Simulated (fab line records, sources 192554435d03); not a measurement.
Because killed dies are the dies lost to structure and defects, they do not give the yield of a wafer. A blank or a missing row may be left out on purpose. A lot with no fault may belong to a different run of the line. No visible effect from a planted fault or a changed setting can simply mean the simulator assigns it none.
fab line records	flow n5_finfet
[record] lots = 7	wafers = 21
route steps=1938 shown BEOL_M5@1161 BEOL_M6@1197 BEOL_M7@1266 BEOL_M8@1335 BEOL_M11@1546 BEOL_M12@1649
start_h: hours from the record's first day to the start of the lot's first wafer shown	wait_h: how many hours have passed since the lot's step before this one	" identical to the entry in the row above	L1.1+2: several wafers, shown together as one row	- no value, or no start was given	* or withheld: withheld	< > ~ a bound
route shown NAME@n: a module of which the file shows steps, and the number in the route of the first	usual: mean and standard deviation over wafers with no fault	same: alike in all rows	chamber/n: place in a boat	sites: readings site by site	_std_site: the standard deviation of these	_edge_site: inner sites' mean taken away from outer sites' mean	radius_mm: how far each site lies from the wafer's centre	mask NAME#n: copy n	behind: the most recent tool/chamber to have shaped the wafer	hold: cause of the lot's hold/its duration in hours/its outcome	device: the n, p or np transistor that did not switch	end of line: tests run on the same wafers once the route is complete	a step with no rows: only its recipe	killed: count of dies lost to structure and defects at first sort (not the wafer's yield)	map: shows each die of a wafer: x if killed, . if not, _ if none is there
set.NAME: the setting the step ran with; set.NAME@STEP: the setting that earlier step ran with	model.NAME: the simulator's own value behind a step, which no gauge read
lots where settings were altered on purpose, with a table for each step and a row for each wafer
[[steps]]
[step N5_BEOL_M5_ETCH_41]
[recipe] chemistry = CH3F/O2	target = SiCN	target_depth_a = 315	taper_deg = 2	time_s = 56.7	ion_energy_ev = 120	mask_material = TiN	pressure_mtorr = 30	source_w = 395	bias_w = 75	Ar_flow_sccm = 150	CH3F_flow_sccm = 30	O2_flow_sccm = 20
[usual] rf_vpp_V = 297.1/1.4
lot.wafer	tool	chamber	start_h	wait_h	set.source_w	rf_vpp_V
L074.1	rie_diel-03	3	-	-	426.2	288.8
L074.4	"	2	"	"	426.2	288.0
L074.5	"	1	"	"	426.2	291.7
L077.2	rie_diel-02	2	-	-	395	296.6
L077.3	"	3	"	"	395	296.4
L077.4	"	1	"	"	395	296.4
L084.1	rie_diel-01	2	-	-	366.8	303.1
L084.2	"	3	"	"	395	296.8
L084.5	"	3	"	"	395	297.1
L085.1	rie_diel-01	2	-	-	449.4	282.4
L085.2	"	3	"	"	395	297.0
L085.4	"	3	"	"	395	296.9
L086.1	rie_diel-03	2	-	-	451.8	286.8
L086.3	"	3	"	"	395	295.7
L086.6	"	0	"	"	395	299.6
L087.1	rie_diel-02	1	-	-	327	315.5
L087.2	"	2	"	"	327	316.4
L087.5	"	3	"	"	395	297.0
L093.3	rie_diel-01	2	-	-	446.9	282.7
L093.4	"	1	"	"	446.9	285.4
L093.6	"	0	"	"	446.9	283.9
[step N5_BEOL_M6_PECVD_70]
[recipe] material = SiO2	target_thk_a = 200	temp_c = 400	precursor = TEOS/O2	pressure_torr = 5.5	rf_w = 450	teos_flow_sccm = 53.8	gas = O2	flow_sccm = 3000	time_s = 22.7
lot.wafer	tool	chamber	start_h	wait_h	set.time_s	model.SiO2_of_BEOL_M6_PECVD_70.thk_nm
L074.1	pecvd-01	1	177.27	0.0	22.7	19.8
L074.4	"	1	"	"	24.39	21.4
L074.5	"	2	"	"	22.7	20
L077.2	pecvd-02	0	194.30	0.0	22.7	19.8
L077.3	"	1	"	"	22.7	19.6
L077.4	"	0	"	"	22.7	20.2
L084.1	pecvd-03	0	240.41	0.0	25.93	23
L084.2	"	2	"	"	22.7	20.2
L084.5	"	2	"	"	22.7	20.4
L085.1	pecvd-01	2	243.33	0.0	23.66	20.6
L085.2	"	1	"	"	22.7	19.8
L085.4	"	1	"	"	23.66	21
L086.1	pecvd-01	0	259.19	0.0	22.7	19.8
L086.3+6	"	2,1	"	"	22.7	20
L087.1	pecvd-02	0	261.20	0.0	23.59	20.6
L087.2	"	2	"	"	23.59	20.2
L087.5	"	0	"	"	22.7	20.2
L093.3+6	pecvd-01	1,2	303.75	0.0	22.7	20.4
L093.4	"	0	"	"	22.7	20.2
[step N5_BEOL_M6_EXPOSE_08]
[recipe] mask_id = M6	na = 1.35	source_shape = dipole	sigma_inner = 0.817	sigma_outer = 0.97	polarization = te	dose_mj = 68.25
lot.wafer	tool	chamber	start_h	wait_h	mask	set.dose_mj
L074.1	arfi_scanner-02	0	178.00	-	M6#0	65.33
L074.4+5	"	0	"	"	M6#0	68.25
L077.2+3+4	arfi_scanner-01	0	195.17	-	M6#0	68.25
L084.1+2+5	arfi_scanner-03	0	241.16	-	M6#0	68.25
L085.1+2+4	arfi_scanner-01	0	244.02	-	M6#0	68.25
L086.1+3	arfi_scanner-03	0	260.17	-	M6#0	72.47
L086.6	"	0	"	"	M6#0	68.25
L087.1+2+5	arfi_scanner-03	0	263.06	-	M6#0	68.25
L093.3+4+6	arfi_scanner-03	0	304.97	-	M6#0	68.25
[step N5_BEOL_M6_PEB_09]
[recipe] peb_temp_c = withheld	peb_time_s = 60	resist = CAR-ArF
[step N5_BEOL_M6_DEVELOP_10]
[recipe] develop_time_s = 30	developer = TMAH	resist = CAR-ArF	rinse_liquid = diw	dry = air_spin	dev_temp_c = 23
[step N5_BEOL_M6_STRIP_80]
[recipe] chemistry = N2/H2	time_s = 10	power_w = 450	temp_c = 40	pressure_mtorr = 20	rf_frequency_hz = 6e+07	bias_power_w = 7	n2_flow_sccm = 200	h2_flow_sccm = 200
[step N5_BEOL_M6_HM_STRIP_39]
[recipe] chemistry = peroxide_tin_strip	material = TiN	target_depth_a = 250	temp_c = 50	time_s = 158
lot.wafer	tool	chamber	start_h	wait_h	set.time_s@BEOL_M6_PECVD_70	model.SiO2_of_BEOL_M6_PECVD_70.thk_nm
L074.1	wet_bench-02	7	182.63	0.0	22.7	19.6
L074.4	"	5	"	"	24.39	21.2
L074.5	"	6	"	"	22.7	20
L077.2	wet_bench-04	0	197.33	0.0	22.7	19.8
L077.3	"	6	"	"	22.7	19.4
L077.4	"	2	"	"	22.7	20
L084.1	wet_bench-04	2	243.19	0.0	25.93	23
L084.2	"	5	"	"	22.7	20
L084.5	"	1	"	"	22.7	20.2
L085.1	wet_bench-04	1	245.98	0.0	23.66	20.4
L085.2	"	4	"	"	22.7	19.6
L085.4	"	2	"	"	23.66	21
L086.1	wet_bench-01	7	263.32	0.0	22.7	19.6
L086.3	"	2	"	"	22.7	19.8
L086.6	"	3	"	"	22.7	20
L087.1	wet_bench-01	2	265.62	0.0	23.59	20.4
L087.2	"	3	"	"	23.59	20
L087.5	"	7	"	"	22.7	20
L093.3+6	wet_bench-02	1,2	306.65	0.0	22.7	20.4
L093.4	"	0	"	"	22.7	20
[step N5_BEOL_M7_PECVD_70]
[recipe] material = SiO2	target_thk_a = 200	temp_c = 400	precursor = TEOS/O2	pressure_torr = 5.5	rf_w = 450	teos_flow_sccm = 53.8	gas = O2	flow_sccm = 3000	time_s = 22.7
lot.wafer	tool	chamber	start_h	wait_h	set.temp_c	model.SiO2_of_BEOL_M7_PECVD_70.thk_nm
L074.1	pecvd-03	0	186.05	0.0	400	20
L074.4	"	0	"	"	400	20.4
L074.5	"	1	"	"	400	20.6
L077.2+4	pecvd-03	1	202.52	0.0	400	20.2
L077.3	"	0	"	"	400	19.6
L084.1	pecvd-03	1	247.85	0.0	400	19.8
L084.2	"	0	"	"	400	19.6
L084.5	"	2	"	"	414.2	18.2
L085.1	pecvd-02	1	248.97	0.0	411.6	18
L085.2	"	0	"	"	400	19.6
L085.4	"	1	"	"	400	19.8
L086.1	pecvd-03	0	268.38	0.0	400	19.6
L086.3	"	1	"	"	400	20
L086.6	"	2	"	"	405.7	19.2
L087.1+2	pecvd-03	0,1	269.94	0.0	400	20
L087.5	"	0	"	"	382.5	22.6
L093.3	pecvd-02	1	311.93	0.1	386.8	21.6
L093.4	"	0	"	"	400	20.2
L093.6	"	0	"	"	386.8	21.8
[step N5_BEOL_M7_HM_DEP_02]
[recipe] material = TiN	target_thk_a = 200	temp_c = 25	chamber_pressure_pa = 0.49996
[step N5_BEOL_M7_COAT_59]
[recipe] resist = SOC	temp_c = 250	time_s = 60	spin_rpm = 1500	resist_thk_nm = 100
[step N5_BEOL_M7_STRIP_80]
[recipe] chemistry = N2/H2	time_s = 10	power_w = 450	temp_c = 40	pressure_mtorr = 20	rf_frequency_hz = 6e+07	bias_power_w = 7	n2_flow_sccm = 200	h2_flow_sccm = 200
[step N5_BEOL_M7_HM_STRIP_39]
[recipe] chemistry = peroxide_tin_strip	material = TiN	target_depth_a = 250	temp_c = 50	time_s = 158
lot.wafer	tool	chamber	start_h	wait_h	set.temp_c@BEOL_M7_PECVD_70	model.SiO2_of_BEOL_M7_PECVD_70.thk_nm
L074.1	wet_bench-06	6	188.83	0.0	400	19.8
L074.4	"	4	"	"	400	20.2
L074.5	"	0	"	"	400	20.4
L077.2+4	wet_bench-05	4,3	206.38	0.0	400	20
L077.3	"	0	"	"	400	19.6
L084.1	wet_bench-03	1	252.47	0.0	400	19.6
L084.2	"	2	"	"	400	19.4
L084.5	"	7	"	"	414.2	18
L085.1	wet_bench-06	2	252.88	0.0	411.6	17.8
L085.2	"	3	"	"	400	19.4
L085.4	"	1	"	"	400	19.6
L086.1	wet_bench-03	2	272.97	0.0	400	19.4
L086.3	"	0	"	"	400	19.8
L086.6	"	5	"	"	405.7	19.2
L087.1+2	wet_bench-06	2,3	273.76	0.0	400	19.8
L087.5	"	7	"	"	382.5	22.4
L093.3	wet_bench-05	3	318.12	0.0	386.8	21.4
L093.4	"	6	"	"	400	20
L093.6	"	2	"	"	386.8	21.6
[step N5_BEOL_M8_PECVD_70]
[recipe] material = SiO2	target_thk_a = 200	temp_c = 400	precursor = TEOS/O2	pressure_torr = 5.5	rf_w = 450	teos_flow_sccm = 53.8	gas = O2	flow_sccm = 3000	time_s = 22.7
lot.wafer	tool	chamber	start_h	wait_h	set.temp_c	model.SiO2_of_BEOL_M8_PECVD_70.thk_nm
L074.1	pecvd-03	0	191.90	0.0	400	19.6
L074.4	"	0	"	"	390.9	21.4
L074.5	"	2	"	"	390.9	21
L077.2	pecvd-04	2	210.43	0.0	400	19.6
L077.3	"	0	"	"	400	20.4
L077.4	"	2	"	"	400	19.8
L084.1	pecvd-01	0	255.95	0.0	400	19.6
L084.2	"	2	"	"	387.1	21.2
L084.5	"	0	"	"	387.1	21.8
L085.1	pecvd-01	0	259.62	0.0	400	19.4
L085.2	"	1	"	"	393.8	20.8
L085.4	"	1	"	"	400	20
L086.1	pecvd-04	2	276.11	0.0	412.8	18
L086.3	"	0	"	"	400	20
L086.6	"	2	"	"	412.8	18.4
L087.1	pecvd-04	0	277.35	0.0	400	20.2
L087.2	"	2	"	"	400	19.8
L087.5	"	0	"	"	400	20.4
L093.3	pecvd-01	2	322.58	0.0	383.2	21.8
L093.4	"	2	"	"	383.2	22.2
L093.6	"	0	"	"	400	20.2
[step N5_BEOL_M8_COAT_05]
[recipe] resist = CAR-ArF	spin_rpm = 1500	resist_thk_nm = 90
lot.wafer	tool	chamber	start_h	wait_h	set.spin_rpm	model.CAR-ArF_of_BEOL_M8_COAT_05.thk_nm
L074.1+4	litho_track-01	0	-	-	1500	89.6
L074.5	"	0	"	"	1380	93.4
L077.2+4	litho_track-02	0	-	-	1500	90
L077.3	"	0	"	"	1500	89.8
L084.1+2	litho_track-05	0	-	-	1500	89.6
L084.5	"	0	"	"	1344	94.6
L085.1	litho_track-05	0	-	-	1500	90
L085.2	"	0	"	"	1649	85.8
L085.4	"	0	"	"	1500	89.8
L086.1	litho_track-01	0	-	-	1500	89.8
L086.3	"	0	"	"	1634	86
L086.6	"	0	"	"	1500	90
L087.1+5	litho_track-01	0	-	-	1376	94.4
L087.2	"	0	"	"	1500	90
L093.3+4	litho_track-01	0	-	-	1500	90.2
L093.6	"	0	"	"	1543	89
[step N5_BEOL_M8_EBR_07]
[recipe] solvent = PGMEA	ebr_width_mm = 1.5
[step N5_BEOL_M8_SOFTBAKE_06]
[recipe] temp_c = 110	time_s = 60	resist = CAR-ArF
[step N5_BEOL_M8_EXPOSE_08]
[recipe] mask_id = M8	na = 1.35	source_shape = dipole	sigma_inner = 0.817	sigma_outer = 0.97	polarization = te	dose_mj = 68.25
[step N5_BEOL_M8_PEB_09]
[recipe] peb_temp_c = withheld	peb_time_s = 60	resist = CAR-ArF
[step N5_BEOL_M8_DEVELOP_10]
[recipe] develop_time_s = 30	developer = TMAH	resist = CAR-ArF	rinse_liquid = diw	dry = air_spin	dev_temp_c = 23
lot.wafer	tool	chamber	start_h	wait_h	set.spin_rpm@BEOL_M8_COAT_05	model.CAR-ArF_of_BEOL_M8_COAT_05.thk_nm
L074.1	litho_track-02	0	-	-	1500	88
L074.4	"	0	"	"	1500	87.8
L074.5	"	0	"	"	1380	91.8
L077.2	litho_track-01	0	-	-	1500	88.2
L077.3	"	0	"	"	1500	88
L077.4	"	0	"	"	1500	88.4
L084.1+2	litho_track-01	0	-	-	1500	87.8
L084.5	"	0	"	"	1344	93
L085.1+4	litho_track-01	0	-	-	1500	88.2
L085.2	"	0	"	"	1649	84
L086.1	litho_track-01	0	-	-	1500	88.2
L086.3	"	0	"	"	1634	84.2
L086.6	"	0	"	"	1500	88.4
L087.1+5	litho_track-01	0	-	-	1376	92.6
L087.2	"	0	"	"	1500	88.2
L093.3+4	litho_track-01	0	-	-	1500	88.4
L093.6	"	0	"	"	1543	87.4
[step N5_BEOL_M8_STRIP_80]
[recipe] chemistry = N2/H2	time_s = 10	power_w = 450	temp_c = 40	pressure_mtorr = 20	rf_frequency_hz = 6e+07	bias_power_w = 7	n2_flow_sccm = 200	h2_flow_sccm = 200
[step N5_BEOL_M8_HM_STRIP_39]
[recipe] chemistry = peroxide_tin_strip	material = TiN	target_depth_a = 250	temp_c = 50	time_s = 158
lot.wafer	tool	chamber	start_h	wait_h	set.temp_c@BEOL_M8_PECVD_70	model.SiO2_of_BEOL_M8_PECVD_70.thk_nm
L074.1	wet_bench-01	1	196.88	0.0	400	19.4
L074.4	"	3	"	"	390.9	21.2
L074.5	"	0	"	"	390.9	20.8
L077.2+4	wet_bench-04	0,1	215.08	0.0	400	19.6
L077.3	"	4	"	"	400	20.2
L085.1	wet_bench-02	1	262.42	0.0	400	19.2
L085.2	"	0	"	"	393.8	20.6
L085.4	"	2	"	"	400	19.8
L084.1	wet_bench-01	5	263.73	0.0	400	19.4
L084.2	"	1	"	"	387.1	21
L084.5	"	0	"	"	387.1	21.6
L086.1	wet_bench-01	5	279.34	0.0	412.8	17.8
L086.3	"	0	"	"	400	19.8
L086.6	"	7	"	"	412.8	18.2
L087.1	wet_bench-01	0	281.65	0.0	400	20
L087.2	"	7	"	"	400	19.8
L087.5	"	6	"	"	400	20.4
L093.3	wet_bench-01	0	326.84	0.0	383.2	21.6
L093.4	"	5	"	"	383.2	22.2
L093.6	"	4	"	"	400	20.2
[step N5_BEOL_M11_EXPOSE_08]
[recipe] mask_id = M11	na = 1.35	source_shape = dipole	sigma_inner = 0.411	sigma_outer = 0.611	polarization = te	dose_mj = 53.75
lot.wafer	tool	chamber	start_h	wait_h	mask	set.dose_mj
L074.1	arfi_scanner-02	0	215.37	-	M11#0	53.75
L074.4+5	"	0	"	"	M11#0	52.38
L077.2+3+4	arfi_scanner-02	0	240.20	-	M11#0	53.75
L085.1+2+4	arfi_scanner-03	0	283.83	-	M11#0	53.75
L084.1+5	arfi_scanner-02	0	286.95	-	M11#0	51.26
L084.2	"	0	"	"	M11#0	53.75
L086.1+3	arfi_scanner-03	0	300.55	-	M11#0	53.75
L086.6	"	0	"	"	M11#0	51.7
L087.1+5	arfi_scanner-02	0	301.11	-	M11#0	56.26
L087.2	"	0	"	"	M11#0	53.75
L093.3+4+6	arfi_scanner-03	0	352.11	-	M11#0	57.32
[step N5_BEOL_M11_PEB_09]
[recipe] peb_temp_c = withheld	peb_time_s = 60	resist = CAR-ArF
[step N5_BEOL_M11_DEVELOP_10]
[recipe] develop_time_s = 30	developer = TMAH	resist = CAR-ArF	rinse_liquid = diw	dry = air_spin	dev_temp_c = 23
[step N5_BEOL_M11_CD_MEAS_11]
[recipe] target_cd_nm = 64.1	landing_energy_ev = 500	detector = se_inlens	polarity = opening
[usual] cd_nm = 64.0/0.7
lot.wafer	tool	chamber	start_h	wait_h	set.dose_mj@BEOL_M11_EXPOSE_08	cd_nm
L074.1	cd_sem-01	0	215.49	-	53.75	64.6
L074.4	"	0	"	"	52.38	61.3
L074.5	"	0	"	"	52.38	62.8
L077.2	cd_sem-03	0	240.32	-	53.75	63.8
L077.3	"	0	"	"	53.75	64.6
L077.4	"	0	"	"	53.75	63.1
L085.1	cd_sem-03	0	283.96	-	53.75	64.0
L085.2	"	0	"	"	53.75	64.4
L085.4	"	0	"	"	53.75	64.9
L084.1	cd_sem-02	0	287.08	-	51.26	61.3
L084.2	"	0	"	"	53.75	64.7
L084.5	"	0	"	"	51.26	62.1
L086.1	cd_sem-03	0	300.67	-	53.75	64.6
L086.3	"	0	"	"	53.75	64.9
L086.6	"	0	"	"	51.7	62.0
L087.1	cd_sem-02	0	301.23	-	56.26	65.8
L087.2	"	0	"	"	53.75	62.9
L087.5	"	0	"	"	56.26	66.5
L093.3	cd_sem-03	0	352.23	-	57.32	67.8
L093.4	"	0	"	"	57.32	68.5
L093.6	"	0	"	"	57.32	69.2
[step N5_BEOL_M11_HM_OPEN_17]
[recipe] chemistry = Cl2/BCl3	target_depth_a = 200	overetch_a = 60	target = TiN	mask_material = SOC	ion_energy_ev = 150	pressure_mtorr = 10	icp_w = 1000	bias_w = 126	Cl2_flow_sccm = 53.25	bcl3_flow_sccm = 21.75	Ar_flow_sccm = 25
[step N5_BEOL_M11_STRIP_19]
[recipe] chemistry = O2	power_w = 400	temp_c = 40	pressure_mtorr = 30	rf_frequency_hz = 6e+07	bias_power_w = 0	overash_fraction = 0.2	o2_flow_sccm = 225
[step N5_BEOL_M11_CD_MEAS_18]
[recipe] pitch_nm = 140	target_cd_nm = 70
[usual] cd_nm = 69.8/0.8
lot.wafer	tool	chamber	start_h	wait_h	set.dose_mj@BEOL_M11_EXPOSE_08	cd_nm
L074.1	cd_sem-03	-	216.03	0.0	53.75	70.3
L074.4	"	-	"	"	52.38	66.7
L074.5	"	-	"	"	52.38	68.4
L077.2	cd_sem-03	-	240.95	0.1	53.75	70.0
L077.3	"	-	"	"	53.75	70.7
L077.4	"	-	"	"	53.75	69.7
L085.1	cd_sem-01	-	284.50	0.0	53.75	69.6
L085.2	"	-	"	"	53.75	70.3
L085.4	"	-	"	"	53.75	70.5
L084.1	cd_sem-01	-	287.66	0.0	51.26	68.2
L084.2	"	-	"	"	53.75	70.0
L084.5	"	-	"	"	51.26	67.4
L086.1	cd_sem-02	-	301.33	0.0	53.75	70.2
L086.3	"	-	"	"	53.75	69.4
L086.6	"	-	"	"	51.7	66.8
L087.1	cd_sem-02	-	301.77	0.0	56.26	71.2
L087.2	"	-	"	"	53.75	68.4
L087.5	"	-	"	"	56.26	72.2
L093.3	cd_sem-03	-	353.02	0.1	57.32	73.9
L093.4	"	-	"	"	57.32	74.9
L093.6	"	-	"	"	57.32	73.9
[step N5_BEOL_M11_COAT_22]
[recipe] resist = CAR-ArF	spin_rpm = 1500	resist_thk_nm = 90
lot.wafer	tool	chamber	start_h	wait_h	set.spin_rpm	model.CAR-ArF_of_BEOL_M11_COAT_22.thk_nm
L074.1	litho_track-01	0	-	-	1500	90
L074.4+5	"	0	"	"	1594	87.6
L077.2+4	litho_track-05	0	-	-	1500	90.2
L077.3	"	0	"	"	1500	90.4
L085.1	litho_track-01	0	-	-	1397	93.4
L085.2	"	0	"	"	1500	89.8
L085.4	"	0	"	"	1500	90
L084.1	litho_track-01	0	-	-	1500	90
L084.2	"	0	"	"	1437	91.8
L084.5	"	0	"	"	1500	90.2
L086.1	litho_track-04	0	-	-	1580	87.2
L086.3	"	0	"	"	1500	89.8
L086.6	"	0	"	"	1500	89.6
L087.1	litho_track-01	0	-	-	1500	89.4
L087.2	"	0	"	"	1648	85.2
L087.5	"	0	"	"	1648	85.6
L093.3+4+6	litho_track-04	0	-	-	1500	89.8
[step N5_BEOL_M11_EBR_24]
[recipe] solvent = PGMEA	ebr_width_mm = 1.5
[step N5_BEOL_M11_SOFTBAKE_23]
[recipe] temp_c = 110	time_s = 60	resist = CAR-ArF
[step N5_BEOL_M11_EXPOSE_25]
[recipe] mask_id = V10	na = 1.35	source_shape = annular	sigma_inner = 0.5	sigma_outer = 0.8	polarization = unpolarized	dose_mj = 85.5
[step N5_BEOL_M11_PEB_26]
[recipe] peb_temp_c = withheld	peb_time_s = 60	resist = CAR-ArF
[step N5_BEOL_M11_DEVELOP_27]
[recipe] develop_time_s = 30	developer = TMAH	resist = CAR-ArF	rinse_liquid = diw	dry = air_spin	dev_temp_c = 23
lot.wafer	tool	chamber	start_h	wait_h	set.spin_rpm@BEOL_M11_COAT_22	model.CAR-ArF_of_BEOL_M11_COAT_22.thk_nm
L074.1	litho_track-04	0	-	-	1500	88.2
L074.4+5	"	0	"	"	1594	85.8
L077.2+4	litho_track-05	0	-	-	1500	88.4
L077.3	"	0	"	"	1500	88.6
L085.1	litho_track-01	0	-	-	1397	91.8
L085.2+4	"	0	"	"	1500	88.2
L084.1	litho_track-04	0	-	-	1500	88.2
L084.2	"	0	"	"	1437	90
L084.5	"	0	"	"	1500	88.4
L086.1	litho_track-01	0	-	-	1580	85.4
L086.3	"	0	"	"	1500	88
L086.6	"	0	"	"	1500	87.8
L087.1	litho_track-05	0	-	-	1500	87.8
L087.2	"	0	"	"	1648	83.4
L087.5	"	0	"	"	1648	84
L093.3+4	litho_track-05	0	-	-	1500	88.2
L093.6	"	0	"	"	1500	88
[step N5_BEOL_M12_SPUTTER_44]
[recipe] material = Ta	target_thk_a = 100	temp_c = 50	bias_v = 80	power_w = 15000	chamber_pressure_pa = 0.07	time_s = 16.13
lot.wafer	tool	chamber	start_h	wait_h	set.time_s	model.Ta_of_BEOL_M12_SPUTTER_44.thk_nm
L074.1	pvd_sputter-02	-	224.16	0.0	16.13	10
L074.4+5	"	-	"	"	17.97	11
L077.2+3+4	pvd_sputter-02	-	252.19	0.0	16.13	10
L085.1+2+4	pvd_sputter-01	-	291.48	0.0	16.13	9.8
L084.1+5	pvd_sputter-03	-	295.67	0.0	16.13	10
L084.2	"	-	"	"	16.13	9.8
L086.1	pvd_sputter-01	-	311.29	0.0	13.98	8.4
L086.3	"	-	"	"	16.13	9.8
L086.6	"	-	"	"	13.98	8.6
L087.1	pvd_sputter-03	-	311.67	0.0	17.27	10.8
L087.2	"	-	"	"	17.27	10.6
L087.5	"	-	"	"	16.13	10
L093.3	pvd_sputter-02	-	364.90	0.0	15.18	9.2
L093.4	"	-	"	"	15.18	9.4
L093.6	"	-	"	"	16.13	10
[step N5_BEOL_M12_DEP_53]
[recipe] material = SiCN	target_thk_a = 300	temp_c = withheld	precursor = 3MS/NH3	pressure_torr = 3	rf_w = 675	time_s = 10.5
lot.wafer	tool	chamber	start_h	wait_h	set.time_s	model.SiCN_of_BEOL_M12_DEP_53.thk_nm
L074.1	pecvd-04	0	225.15	0.0	11.93	34
L074.4	"	1	"	"	11.93	34.2
L074.5	"	2	"	"	10.5	30.2
L077.2	pecvd-04	2	253.18	0.0	10.5	29.8
L077.3	"	1	"	"	10.5	29.6
L077.4	"	0	"	"	10.5	30.4
L085.1	pecvd-03	2	293.07	0.0	10.5	29.6
L085.2	"	0	"	"	10.5	30.4
L085.4	"	2	"	"	11.43	33
L084.1	pecvd-01	2	297.50	0.0	10.5	29.8
L084.2	"	1	"	"	11.91	33.6
L084.5	"	1	"	"	10.5	30.4
L086.1	pecvd-03	2	312.28	0.0	10.5	30.4
L086.3	"	1	"	"	10.5	30.8
L086.6	"	0	"	"	10.5	31
L087.1+5	pecvd-04	2	312.77	0.0	10.5	29.8
L087.2	"	1	"	"	10.5	29.2
L093.3	pecvd-03	0	365.93	0.0	10.5	30
L093.4	"	2	"	"	11.12	32.2
L093.6	"	1	"	"	11.12	32.4
[[key]]
[split] step = N5_BEOL_M5_ETCH_41	setting = source_w	stated = 395	by = wafer
[response] step = N5_BEOL_M5_ETCH_41	reading = rf_vpp_V	change = -0.975	per = 1%	r = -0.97
[split] step = N5_BEOL_M6_PECVD_70	setting = time_s	stated = 22.7	by = wafer
[response] step = N5_BEOL_M6_PECVD_70	reading = model.SiO2_of_BEOL_M6_PECVD_70.thk_nm	change = +0.188	per = 1%	r = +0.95
[response] step = N5_BEOL_M6_HM_STRIP_39	reading = model.SiO2_of_BEOL_M6_PECVD_70.thk_nm	change = +0.196	per = 1%	r = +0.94
[split] step = N5_BEOL_M6_EXPOSE_08	setting = dose_mj	stated = 68.25	by = wafer
response none clear
[split] step = N5_BEOL_M7_PECVD_70	setting = temp_c	stated = 400	by = wafer
[response] step = N5_BEOL_M7_PECVD_70	reading = model.SiO2_of_BEOL_M7_PECVD_70.thk_nm	change = -0.517	per = 1%	r = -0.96
[response] step = N5_BEOL_M7_HM_STRIP_39	reading = model.SiO2_of_BEOL_M7_PECVD_70.thk_nm	change = -0.512	per = 1%	r = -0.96
[split] step = N5_BEOL_M8_PECVD_70	setting = temp_c	stated = 400	by = wafer
[response] step = N5_BEOL_M8_PECVD_70	reading = model.SiO2_of_BEOL_M8_PECVD_70.thk_nm	change = -0.541	per = 1%	r = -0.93
[response] step = N5_BEOL_M8_HM_STRIP_39	reading = model.SiO2_of_BEOL_M8_PECVD_70.thk_nm	change = -0.531	per = 1%	r = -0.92
[split] step = N5_BEOL_M8_COAT_05	setting = spin_rpm	stated = 1500	by = wafer
[response] step = N5_BEOL_M8_COAT_05	reading = model.CAR-ArF_of_BEOL_M8_COAT_05.thk_nm	change = -0.463	per = 1%	r = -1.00
[response] step = N5_BEOL_M8_DEVELOP_10	reading = model.CAR-ArF_of_BEOL_M8_COAT_05.thk_nm	change = -0.475	per = 1%	r = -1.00
[split] step = N5_BEOL_M11_EXPOSE_08	setting = dose_mj	stated = 53.75	by = wafer
[response] step = N5_BEOL_M11_CD_MEAS_11	reading = cd_nm	change = +0.713	per = 1%	r = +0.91
[response] step = N5_BEOL_M11_CD_MEAS_18	reading = cd_nm	change = +0.682	per = 1%	r = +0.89
[split] step = N5_BEOL_M11_COAT_22	setting = spin_rpm	stated = 1500	by = wafer
[response] step = N5_BEOL_M11_COAT_22	reading = model.CAR-ArF_of_BEOL_M11_COAT_22.thk_nm	change = -0.431	per = 1%	r = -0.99
[response] step = N5_BEOL_M11_DEVELOP_27	reading = model.CAR-ArF_of_BEOL_M11_COAT_22.thk_nm	change = -0.438	per = 1%	r = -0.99
[split] step = N5_BEOL_M12_SPUTTER_44	setting = time_s	stated = 16.13	by = wafer
[response] step = N5_BEOL_M12_SPUTTER_44	reading = model.Ta_of_BEOL_M12_SPUTTER_44.thk_nm	change = +0.0963	per = 1%	r = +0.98
[split] step = N5_BEOL_M12_DEP_53	setting = time_s	stated = 10.5	by = wafer
[response] step = N5_BEOL_M12_DEP_53	reading = model.SiCN_of_BEOL_M12_DEP_53.thk_nm	change = +0.293	per = 1%	r = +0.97
